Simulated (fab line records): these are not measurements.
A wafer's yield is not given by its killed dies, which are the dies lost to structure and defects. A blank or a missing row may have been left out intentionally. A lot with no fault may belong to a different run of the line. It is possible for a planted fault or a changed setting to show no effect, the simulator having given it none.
A lot that was struck, set against a sound lot ; flow nand_harc ; 15 out of 1302 route steps
Sound: the wafers L101.1, L101.2, L101.4. Struck: wafer L104.4 (left out: L104.1, L104.6 of the same lot, which were not struck); the cause appears at the end.
Per side, at each step with rows, come the tool, then ch with its chambers, and then its first start. Under that, the readings that differ: sound wafers ; struck wafers ; difference of the means ; sigmas: that difference in standard deviations of wafers without a fault.
alike: a reading whose means differ by less than 2 such deviations, as well as words and numbers matching on both sides. not compared: withheld readings; readings where some wafer has no value; bounds like >300 that might hide an equal value; numbers whose values overlap and for which the record gives no deviation.
Wherever a step has rows on one side only, a row that says differs or no value, or a row with sigmas, the two part there. Numbers that don't overlap but have no deviation are shown without sigmas and don't part them. A reading missing from all wafers of one side parts the sides only when that side holds two or more wafers.

first, 9 steps without rows for these wafers: NHARC_P_ZERO_WELL_DEHYDRATE_03 (time 120 s); NHARC_P_ZERO_WELL_HMDS_04 (time 30 s); NHARC_P_ZERO_WELL_COAT_64 (time 65 s); NHARC_P_ZERO_WELL_COAT_05 (resist thk 600 nm); NHARC_P_ZERO_WELL_SOFTBAKE_06 (time 70 s); NHARC_P_ZERO_WELL_EBR_07; NHARC_P_ZERO_WELL_EXPOSE_08 (exposes mask P ZERO, target cd 500 nm); NHARC_P_ZERO_WELL_PEB_09 (peb time 80 s); NHARC_P_ZERO_WELL_DEVELOP_10 (time 50 s).
NHARC_P_ZERO_WELL_CD_MEAS_11 targets a cd of 500 nm.
  sound on cd_sem-01 ch 0, day 3 23:14; struck on cd_sem-02 ch 0, day 5 05:22
  alike: cd_nm
then, 1 step without rows for these wafers: NHARC_P_ZERO_WELL_HARDBAKE_12 (time 65 s).
NHARC_P_ZERO_WELL_DESCUM_13: chemistry O2, time 3 s.
  sound on rie_diel-11 ch 0,1,2, day 3 23:23; struck on rie_diel-05 ch 3, day 5 05:33
reading;sound;struck;difference;sigmas
oes_product_au (a.u.);0.992 0.987 0.985;1.024;+0.036;+3
rf_hours_counter_h (h);55 54 51;16;-37;
  alike: drypump_motor_current_A, mfc_ar_sccm, rf_vpp_V, showerhead_plenum_p_Torr, throttle_valve_pct
NHARC_P_ZERO_WELL_ETCH_65: etches the open film in N2/H2, target depth 80 nm, overetch 24 nm, time 87.88 s.
  sound on rie_diel-11 ch 0,1,2, day 3 23:32; struck on rie_diel-05 ch 0, day 5 05:40
reading;sound;struck;difference;sigmas
drypump_motor_current_A (A);6.2 5.5 5.6;6.7;+0.9;+3
rf_hours_counter_h (h);54 55 51;13;-40;
run_length_s (s);108.5 109.1 109.2;80.2;-28.7;-52
  alike: h2_flow_sccm, mfc_ar_sccm, oes_product_au, rf_vpp_V, showerhead_plenum_p_Torr, throttle_valve_pct
NHARC_P_ZERO_WELL_ETCH_62: etches the open film in CHF3/Ar, target depth 13 nm, time 6.5 s.
  sound on rie_diel-11 ch 0,1,3; struck on rie_diel-05 ch 1
reading;sound;struck;difference;sigmas
rf_hours_counter_h (h);55 51 41;15;-34;
throttle_valve_pct (%);20.192 20.213 20.209;20.229;+0.024;+3
  alike: drypump_motor_current_A, mfc_ar_sccm, oes_product_au, rf_vpp_V, run_length_s, showerhead_plenum_p_Torr
-- record jumps: 23 days between struck wafers' starts before vs after; left off in module P_ZERO_WELL, resumes in module END, first step shown is number 1302 of the route --
NHARC_END_SORT_01:
  here the record holds rows for the struck wafers (prober-02 ch 0, day 27 23:26) but none for the sound ones

== WHERE THEY PART ==
Last at NHARC_END_SORT_01 as far as this record goes, first at NHARC_P_ZERO_WELL_DESCUM_13.

WHY: what had been put in by the simulator
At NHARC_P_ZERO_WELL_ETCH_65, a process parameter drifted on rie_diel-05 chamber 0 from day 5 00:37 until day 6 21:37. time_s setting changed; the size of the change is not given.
